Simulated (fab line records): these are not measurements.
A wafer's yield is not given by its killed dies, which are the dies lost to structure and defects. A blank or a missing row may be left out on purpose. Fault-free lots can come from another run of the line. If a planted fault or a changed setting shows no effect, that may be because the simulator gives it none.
The tool behind it: which one? ; flow n5-finfet ; 72 wafers from 24 lots sampled at 5 of the route's 1938 steps

WHAT THE GAUGES SHOWED, per wafer
N5_BEOL_M15_INSPECT_30: inspects for defects (macro). Usual: raw-defect-count 2.0, standard deviation 1.4.
lot;measured;on;raw-defect-count;flag
L074;day 11 09:43;defect-inspect-01;4 4 1;
L075;day 12 11:19;defect-inspect-01;1 1 1;
L076;day 12 11:30;defect-inspect-01;4 0 1;
L079;day 12 13:50;defect-inspect-01;4 0 2;
L077;day 12 18:36;defect-inspect-02;1 2 2;
L078;day 12 22:41;defect-inspect-02;1 4 3;
L080;day 13 03:28;defect-inspect-01;3 1 5;
L081;day 13 14:20;defect-inspect-01;3 1 3;
L082;day 13 20:57;defect-inspect-02;2 5 2;
L083;day 14 02:44;defect-inspect-02;1 4 3;
L084;day 14 13:14;defect-inspect-02;4 2 4;
L086;day 14 17:02;defect-inspect-02;1 2 1;
L085;day 15 01:19;defect-inspect-01;1 2 1;
L088;day 15 01:35;defect-inspect-01;0 1 2;
L087;day 15 05:38;defect-inspect-01;4 2 1;
L090;day 15 18:20;defect-inspect-02;1 1 3;
L089;day 16 02:18;defect-inspect-01;0 1 1;
L092;day 16 04:56;defect-inspect-01;1 2 3;
L091;day 16 07:16;defect-inspect-02;1 1 3;
L093;day 16 12:56;defect-inspect-02;2 4 1;
L094;day 16 22:23;defect-inspect-02;1 0 3;
L096;day 17 12:54;defect-inspect-02;3 1 3;
L095;day 17 14:22;defect-inspect-01;4 1 0;
L097;day 17 17:14;defect-inspect-01;0 1 2;

N5_BEOL_M15_THK_MEAS_50: measures by xrf. Usual: M15_THK 833 nm, standard deviation 13.
lot;measured;on;M15_THK (nm);flag
L074;day 11 19:37;film-metro-01;856 855 822;
L075;day 12 16:28;film-metro-02;816 826 819;
L076;day 12 16:44;film-metro-01;851 836 833;
L079;day 12 17:22;film-metro-02;848 835 837;
L077;day 12 23:45;film-metro-01;820 810 817;
L078;day 13 03:26;film-metro-02;834 848 839;
L080;day 13 06:21;film-metro-02;849 859 848;
L081;day 13 16:53;film-metro-02;825 850 837;
L082;day 13 23:45;film-metro-01;814 815 822;
L083;day 14 08:29;film-metro-01;861 838 832;
L084;day 14 15:32;film-metro-02;821 831 826;
L086;day 14 21:14;film-metro-02;827 822 827;
L085;day 15 05:30;film-metro-01;834 843 824;
L088;day 15 05:47;film-metro-02;816 844 826;
L087;day 15 09:37;film-metro-01;838 827 845;
L090;day 15 23:21;film-metro-01;855 823 838;
L089;day 16 04:52;film-metro-02;827 841 826;
L092;day 16 09:48;film-metro-01;816 834 819;
L091;day 16 09:48;film-metro-02;854 843 843;
L093;day 16 16:25;film-metro-01;816 830 845;
L094;day 17 02:21;film-metro-02;838 821 823;
L096;day 17 17:31;film-metro-02;841 815 826;
L095;day 17 18:20;film-metro-02;818 844 854;
L097;day 17 21:01;film-metro-02;816 839 814;

EACH LOT AND THE TOOL THAT RAN IT (in order: tool; ch and the chambers of the sampled wafers; start)
lot;N5_BEOL_M15_STRIP_63;N5_BEOL_M15_DEGAS_41;N5_BEOL_M15_CMP_49
L074;rie-diel-01 ch 0,1,3, day 11 09:43 or earlier;pvd-sputter-02, day 11 18:25;cmp-02 ch 1,2,3, day 11 19:23
L075;rie-diel-04 ch 0,1, day 12 11:19 or earlier;pvd-sputter-02, day 12 15:07;cmp-04 ch 0,3, day 12 16:11
L076;rie-diel-01 ch 0,1,3, day 12 11:30 or earlier;pvd-sputter-01, day 12 15:19;cmp-03 ch 0,1,3, day 12 16:29
L079;rie-diel-03 ch 1,2, day 12 13:50 or earlier;pvd-sputter-02, day 12 15:55;cmp-02 ch 1,2,3, day 12 17:08
L077;rie-diel-03 ch 1,2,3, day 12 18:36 or earlier;pvd-sputter-03, day 12 22:33;cmp-03 ch 0,1,3, day 12 23:30
L078;rie-diel-04 ch 0,2, day 12 22:41 or earlier;pvd-sputter-01, day 13 02:15;cmp-02 ch 0,2, day 13 03:11
L080;rie-diel-01 ch 0,2, day 13 03:28 or earlier;pvd-sputter-02, day 13 05:10;cmp-02 ch 1,2, day 13 06:04
L081;rie-diel-04 ch 1,2, day 13 14:20 or earlier;pvd-sputter-01, day 13 15:41;cmp-02 ch 2,3, day 13 16:35
L082;rie-diel-03 ch 1,3, day 13 20:57 or earlier;pvd-sputter-02, day 13 22:33;cmp-02 ch 0,1, day 13 23:29
L083;rie-diel-01 ch 2,3, day 14 02:44 or earlier;pvd-sputter-03, day 14 07:18;cmp-04 ch 2,3, day 14 08:11
L084;rie-diel-01 ch 1,2, day 14 13:14 or earlier;pvd-sputter-01, day 14 14:20;cmp-03 ch 1,2,3, day 14 15:19
L086;rie-diel-04 ch 0,1,3, day 14 17:02 or earlier;pvd-sputter-03, day 14 19:56;cmp-02 ch 0,1,3, day 14 20:56
L085;rie-diel-04 ch 2,3, day 15 01:19 or earlier;pvd-sputter-03, day 15 04:17;cmp-04 ch 1,2,3, day 15 05:12
L088;rie-diel-03 ch 1,2,3, day 15 01:35 or earlier;pvd-sputter-03, day 15 04:36;cmp-04 ch 0,1,3, day 15 05:34
L087;rie-diel-04 ch 0,2, day 15 05:38 or earlier;pvd-sputter-02, day 15 08:16;cmp-03 ch 2,3, day 15 09:19
L090;rie-diel-04 ch 1,2, day 15 18:20 or earlier;pvd-sputter-01, day 15 21:35;cmp-04 ch 0,2,3, day 15 23:08
L089;rie-diel-04 ch 1,2,3, day 16 02:18 or earlier;pvd-sputter-03, day 16 03:38;cmp-04 ch 1,2,3, day 16 04:38
L092;rie-diel-04 ch 0,1, day 16 04:56 or earlier;pvd-sputter-03, day 16 08:32;cmp-03 ch 1,2, day 16 09:30
L091;rie-diel-01 ch 0,3, day 16 07:16 or earlier;pvd-sputter-01, day 16 08:34;cmp-02 ch 0,1,3, day 16 09:32
L093;rie-diel-01 ch 0,1,2, day 16 12:56 or earlier;pvd-sputter-03, day 16 15:13;cmp-02 ch 0,2,3, day 16 16:07
L094;rie-diel-03 ch 0,1,3, day 16 22:23 or earlier;pvd-sputter-02, day 17 01:10;cmp-02 ch 0,2,3, day 17 02:04
L096;rie-diel-03 ch 0,1, day 17 12:54 or earlier;pvd-sputter-03, day 17 16:19;cmp-03 ch 0,1,2, day 17 17:13
L095;rie-diel-03 ch 0,1,3, day 17 14:22 or earlier;pvd-sputter-02, day 17 16:50;cmp-02 ch 1,2,3, day 17 18:02
L097;rie-diel-04 ch 0,1,3, day 17 17:14 or earlier;pvd-sputter-01, day 17 19:26;cmp-02 ch 0,1,3, day 17 20:45
- N5_BEOL_M15_STRIP_63: strips in O2.
- N5_BEOL_M15_DEGAS_41: time 60 s.
- N5_BEOL_M15_CMP_49: polishes, stops on SiO2, t overpolish 4.9 s, target thk 850 nm.

AS READ BY THE TOOLS THEMSELVES (means over the sampled wafers that have a number; for cases with no such wafer, the mark the record gives instead)
N5_BEOL_M15_STRIP_63. Usual: drypump-motor-current-A 5.8 A, standard deviation 0.59; oes-product-au 0.82 a.u., standard deviation 0.094; rf-vpp-V 3.6 V, standard deviation 0.73; showerhead-plenum-p-Torr 2.12 Torr, standard deviation 0.079; throttle-valve-pct 16.60 %, standard deviation 0.19.
lot;tool;drypump-motor-current-A (A);oes-product-au (a.u.);rf-vpp-V (V);showerhead-plenum-p-Torr (Torr);throttle-valve-pct (%);flag
L074;rie-diel-01;5.6;0.86;4.2;2.12;16.47;
L075;rie-diel-04;5.4;0.79;3.4;2.15;16.74;
L076;rie-diel-01;5.6;0.85;4.3;2.12;16.51;
L079;rie-diel-03;5.7;0.71;2.9;2.11;16.84;
L077;rie-diel-03;6.0;0.76;3.6;2.16;16.70;
L078;rie-diel-04;5.6;0.82;4.0;2.13;16.72;
L080;rie-diel-01;6.3;0.88;3.3;2.11;16.59;
L081;rie-diel-04;5.6;0.90;3.9;2.10;16.51;
L082;rie-diel-03;6.3;0.80;4.0;2.21;16.58;
L083;rie-diel-01;6.3;0.79;3.2;2.03;16.58;
L084;rie-diel-01;5.3;0.87;3.4;2.11;16.63;
L086;rie-diel-04;5.9;0.85;3.3;2.17;16.54;
L085;rie-diel-04;6.3;0.94;3.5;2.12;16.40;
L088;rie-diel-03;6.0;0.74;4.1;2.16;16.73;
L087;rie-diel-04;5.9;0.85;3.1;2.09;16.65;
L090;rie-diel-04;5.6;0.86;4.2;2.10;16.57;
L089;rie-diel-04;6.1;0.89;3.3;2.13;16.43;
L092;rie-diel-04;5.4;0.77;3.5;2.14;16.79;
L091;rie-diel-01;6.0;0.81;3.6;2.14;16.52;
L093;rie-diel-01;5.7;0.85;4.2;2.13;16.60;
L094;rie-diel-03;5.9;0.73;3.9;2.13;16.70;
L096;rie-diel-03;5.5;0.68;3.8;2.05;16.76;
L095;rie-diel-03;5.9;0.72;3.4;2.13;16.70;
L097;rie-diel-04;5.9;0.82;3.7;2.16;16.58;

N5_BEOL_M15_DEGAS_41. Usual: heater-power-w 440 W, standard deviation 40.
lot;tool;heater-power-w (W);flag
L074;pvd-sputter-02;458;
L075;pvd-sputter-02;479;
L076;pvd-sputter-01;438;
L079;pvd-sputter-02;456;
L077;pvd-sputter-03;434;
L078;pvd-sputter-01;458;
L080;pvd-sputter-02;486;
L081;pvd-sputter-01;416;
L082;pvd-sputter-02;459;
L083;pvd-sputter-03;432;
L084;pvd-sputter-01;462;
L086;pvd-sputter-03;437;
L085;pvd-sputter-03;436;
L088;pvd-sputter-03;460;
L087;pvd-sputter-02;472;
L090;pvd-sputter-01;424;
L089;pvd-sputter-03;446;
L092;pvd-sputter-03;449;
L091;pvd-sputter-01;449;
L093;pvd-sputter-03;438;
L094;pvd-sputter-02;449;
L096;pvd-sputter-03;440;
L095;pvd-sputter-02;452;
L097;pvd-sputter-01;439;

N5_BEOL_M15_CMP_49. Usual: barrier-field-endpoint-s 11.44 s, standard deviation 0.28; motor-current-A 8.2 A, standard deviation 1.1; overpolish-run-s 4.901 s, standard deviation 0.0089.
lot;tool;barrier-field-endpoint-s (s);motor-current-A (A);overpolish-run-s (s);flag
L074;cmp-02;11.68;8.5;4.905;
L075;cmp-04;11.80;7.9;4.892;
L076;cmp-03;11.75;8.8;4.894;
L079;cmp-02;11.18;9.0;4.893;
L077;cmp-03;11.39;8.6;4.903;
L078;cmp-02;11.16;8.9;4.892;
L080;cmp-02;11.21;9.1;4.907;
L081;cmp-02;11.71;9.3;4.903;
L082;cmp-02;11.02;6.7;4.902;
L083;cmp-04;11.55;8.4;4.909;
L084;cmp-03;11.43;8.4;4.906;
L086;cmp-02;11.52;7.3;4.902;
L085;cmp-04;11.31;8.2;4.902;
L088;cmp-04;11.52;7.8;4.908;
L087;cmp-03;11.10;8.4;4.903;
L090;cmp-04;11.06;8.1;4.895;
L089;cmp-04;11.47;8.2;4.899;
L092;cmp-03;11.41;8.0;4.897;
L091;cmp-02;11.72;7.1;4.894;
L093;cmp-02;11.12;8.4;4.899;
L094;cmp-02;11.76;8.5;4.899;
L096;cmp-03;11.44;7.9;4.899;
L095;cmp-02;11.84;8.7;4.897;
L097;cmp-02;11.76;7.3;4.899;

THE ANSWER, worked out from the rows above alone
Rule: a lot is off if the mean of its wafers that have a number lies more than 3 standard deviations from the usual mean. A lot without any number at a reading at which 4 lots or more have one is off too. Any other lot the step has rows for is counted as sound. Order of review: gauges by route order, followed by the tools' own readings, for which a lot's mean as printed above is used. At the first step where some lot is off, the reading lying furthest off is the one used; lots without a number count as furthest.
Across all readings shown, no lot is off: no conclusion can be drawn from this.

WHAT HAD BEEN PUT IN BY THE SIMULATOR
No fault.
